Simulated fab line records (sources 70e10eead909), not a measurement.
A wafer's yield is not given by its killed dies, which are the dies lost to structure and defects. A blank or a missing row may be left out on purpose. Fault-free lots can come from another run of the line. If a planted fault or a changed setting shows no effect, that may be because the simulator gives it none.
Comparing a struck lot with a sound one :: flow nand harc :: 17 out of 1159 route steps
Sound: the wafers L661.1, L661.4, L661.6. Struck: wafer L671.2 (left out: L671.3, L671.6 of the same lot, which were not struck); the cause appears at the end.
For every step that has rows: the tool of each side, followed by ch and its chambers, followed by its first start. Under that, the readings that differ: sound wafers :: struck wafers :: difference of the means :: sigmas: that difference in standard deviations of wafers without a fault.
alike: same words and numbers on both sides, and readings whose means sit less than 2 such deviations apart. not compared: any withheld reading, any reading some wafer has no value for, any bound like >300 that may hide the same value, and any number with overlapping values for which the record gives no deviation.
A row with sigmas, a row that says differs or no value, or rows on one side alone: a step with any of these is where the two part. Numbers that have no deviation but don't overlap get no sigmas and don't part them. Lack of a reading on every wafer of one side parts them only where that side has two or more wafers.

NHARC_A_M1_INSPECT_11:
  sound on defect inspect-02 at day 18 17:41; struck on defect inspect-01 at day 21 19:31
  alike: raw defect count
then, 2 steps without rows for these wafers: NHARC_A_M1_DESCUM_14 (chemistry O2, time 3 s); NHARC_A_M1_ETCH_35 (etches the open film in N2/H2, target depth 40 nm, overetch 12 nm, time 43.94 s).
NHARC_A_M1_ETCH_15: etches the open film in C4F8/Ar, target depth 182.5 nm, time 91.2 s.
  sound on rie diel-11 ch 0,2,3; struck on rie diel-02 ch 3
reading: rf vpp V (V)
sound: 442.0 440.8 445.0
struck: 438.0
difference: -4.6
sigmas: -2
  alike: oes product au
  not compared: rf hours counter h
NHARC_A_M1_CD_MEAS_16:
  sound on cd sem-03 at day 18 18:02; struck on cd sem-03 at day 21 19:53
  alike: cd nm
then, 3 steps without rows for these wafers: NHARC_A_M1_STRIP_18 (strips in N2/H2); NHARC_A_M1_ETCH_28 (etches the open film in CF4/N2, target depth 30 nm, time 72.99 s); NHARC_A_M1_STRIP_19 (strips in post etch residue remover, time 600 s).
NHARC_A_M1_DEGAS_29: time 60 s.
  sound on pvd sputter-01 at day 18 18:46; struck on pvd sputter-01 at day 21 20:37
  alike: heater power w
NHARC_A_M1_PRE_CLEAN_30: time 30 s.
  sound on pvd sputter-01; struck on pvd sputter-01
  alike: heater power w
NHARC_A_M1_PVD_20: deposits TaN, target thk 5 nm, time 8.06 s.
  sound on pvd sputter-01; struck on pvd sputter-01
  alike: throttle valve pct
NHARC_A_M1_PVD_21: deposits Cu, target thk 30 nm, time 20.49 s.
  sound on pvd sputter-01; struck on pvd sputter-01
  alike: throttle valve pct
NHARC_A_M1_ECD_22: material Cu, target thk 400 nm.
  sound on ecd cu-02 ch 0,1, day 18 19:07; struck on ecd cu-02 ch 0,1, day 21 21:01
then, 1 step without rows for these wafers: NHARC_A_M1_ANNEAL_31 (time 90 s).
NHARC_A_M1_CMP_23: polishes, t overpolish 20 s, target thk 154.34 nm.
  sound on cmp-04 ch 0,1, day 18 19:54; struck on cmp-02 ch 1, day 21 21:43
reading: time to endpoint s (s)
sound: 32.0 34.1 33.6
struck: 14.0
difference: -19.2
sigmas: -10
  alike: motor current A
NHARC_A_M1_THK_MEAS_24: measures by xrf.
  sound on film metro-02 at day 18 20:11; struck on film metro-02 at day 21 22:01
  alike: thk nm
next, for these wafers, 1 step has no rows: NHARC_END_SORT_01.

== WHERE THEY PART ==
First at NHARC_A_M1_ETCH_15; last, within this record, at NHARC_A_M1_CMP_23. Later steps at which nothing parts them and some readings are alike: NHARC_A_M1_THK_MEAS_24.

WHY: the cause the simulator had injected
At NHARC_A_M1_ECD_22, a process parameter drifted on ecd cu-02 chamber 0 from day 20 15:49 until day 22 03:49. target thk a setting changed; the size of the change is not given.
